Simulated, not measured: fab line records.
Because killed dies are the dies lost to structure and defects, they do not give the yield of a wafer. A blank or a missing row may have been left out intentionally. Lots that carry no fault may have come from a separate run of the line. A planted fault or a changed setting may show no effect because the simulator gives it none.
The tool behind it: which one? :: flow nand harc :: Sampling: 6 lots, 17 wafers, 5 of 1302 route steps

## WHAT THE GAUGES READ, wafer by wafer
NHARC_END_SORT_01.
lot: L641
measured: day 28 17:16
on: prober-02
killed at array: 101 117

## TOOL THAT RAN EACH LOT (tool first, then ch and the chambers of the sampled wafers, then the start)
lot: L634
NHARC_A_CHANNEL_HOLE_D1_DEP_00: acl dep-03 ch 0, day 9 07:15
NHARC_A_CHANNEL_HOLE_D1_ETCH_39: rie diel-08 ch 0,1, day 9 09:41
NHARC_A_CHANNEL_HOLE_D1_ETCH_21: har etch-02 ch 0,1, day 9 11:19
NHARC_A_CHANNEL_HOLE_D1_ETCH_26: har etch-02 ch 0,1, day 9 14:34

lot: L636
NHARC_A_CHANNEL_HOLE_D1_DEP_00: acl dep-03 ch 0, day 10 03:55
NHARC_A_CHANNEL_HOLE_D1_ETCH_39: rie diel-08 ch 2,3, day 10 07:07
NHARC_A_CHANNEL_HOLE_D1_ETCH_21: har etch-02 ch 0,1, day 10 09:08
NHARC_A_CHANNEL_HOLE_D1_ETCH_26: har etch-02 ch 0,1, day 10 12:29

lot: L641
NHARC_A_CHANNEL_HOLE_D1_DEP_00: acl dep-02 ch 0, day 12 09:59
NHARC_A_CHANNEL_HOLE_D1_ETCH_39: rie diel-08 ch 2,3, day 12 11:51
NHARC_A_CHANNEL_HOLE_D1_ETCH_21: har etch-02 ch 0,1, day 12 16:10
NHARC_A_CHANNEL_HOLE_D1_ETCH_26: har etch-02 ch 0,1, day 12 19:23

lot: L649
NHARC_A_CHANNEL_HOLE_D1_DEP_00: acl dep-02 ch 0, day 15 13:34
NHARC_A_CHANNEL_HOLE_D1_ETCH_39: rie diel-08 ch 1,2,3, day 15 16:19
NHARC_A_CHANNEL_HOLE_D1_ETCH_21: har etch-02 ch 0,1, day 15 22:30
NHARC_A_CHANNEL_HOLE_D1_ETCH_26: har etch-02 ch 0,1, day 16 01:50

lot: L653
NHARC_A_CHANNEL_HOLE_D1_DEP_00: acl dep-01 ch 0, day 17 03:25
NHARC_A_CHANNEL_HOLE_D1_ETCH_39: rie diel-08 ch 0,1,3, day 17 06:18
NHARC_A_CHANNEL_HOLE_D1_ETCH_21: har etch-01 ch 0,1, day 17 10:37
NHARC_A_CHANNEL_HOLE_D1_ETCH_26: har etch-01 ch 0,1, day 17 13:56

lot: L655
NHARC_A_CHANNEL_HOLE_D1_DEP_00: acl dep-02 ch 0, day 17 19:38
NHARC_A_CHANNEL_HOLE_D1_ETCH_39: rie diel-08 ch 1,2,3, day 17 22:30
NHARC_A_CHANNEL_HOLE_D1_ETCH_21: har etch-02 ch 0,1, day 17 23:56
NHARC_A_CHANNEL_HOLE_D1_ETCH_26: har etch-02 ch 0,1, day 18 03:17
- NHARC_A_CHANNEL_HOLE_D1_DEP_00: deposits aC, target thk 3100 nm.
- NHARC_A_CHANNEL_HOLE_D1_ETCH_39: etches the open film in N2/H2, target depth 260 nm, time 325 s.
- NHARC_A_CHANNEL_HOLE_D1_ETCH_21: etches the open film in C4F8/O2/Ar, time 514.3 s, target depth 1600 nm.
- NHARC_A_CHANNEL_HOLE_D1_ETCH_26: etches the open film in C4F8/O2/Ar, time 224.1 s, target depth 300 nm.

## THE ANSWER, worked out from the rows above alone
Rule: what is usual is taken from the lots themselves. The widest of any qualifying gaps counts: lots, ordered by their means at a reading, are off when they make up no more than a third of the lots, leave a main group of 4 or more, and stand apart from it by 3 or more times the standard deviation of that group's means. A main group whose means are all the same, to the digits that the tables above print for the reading, isn't used. A lot without any number at a reading at which 4 lots or more have one is off too. Where the step has rows for the other lots, those lots are counted as sound.
No lot is off on any of the readings shown, so nothing can be concluded from this.

## WHAT WAS PUT IN BY THE SIMULATOR
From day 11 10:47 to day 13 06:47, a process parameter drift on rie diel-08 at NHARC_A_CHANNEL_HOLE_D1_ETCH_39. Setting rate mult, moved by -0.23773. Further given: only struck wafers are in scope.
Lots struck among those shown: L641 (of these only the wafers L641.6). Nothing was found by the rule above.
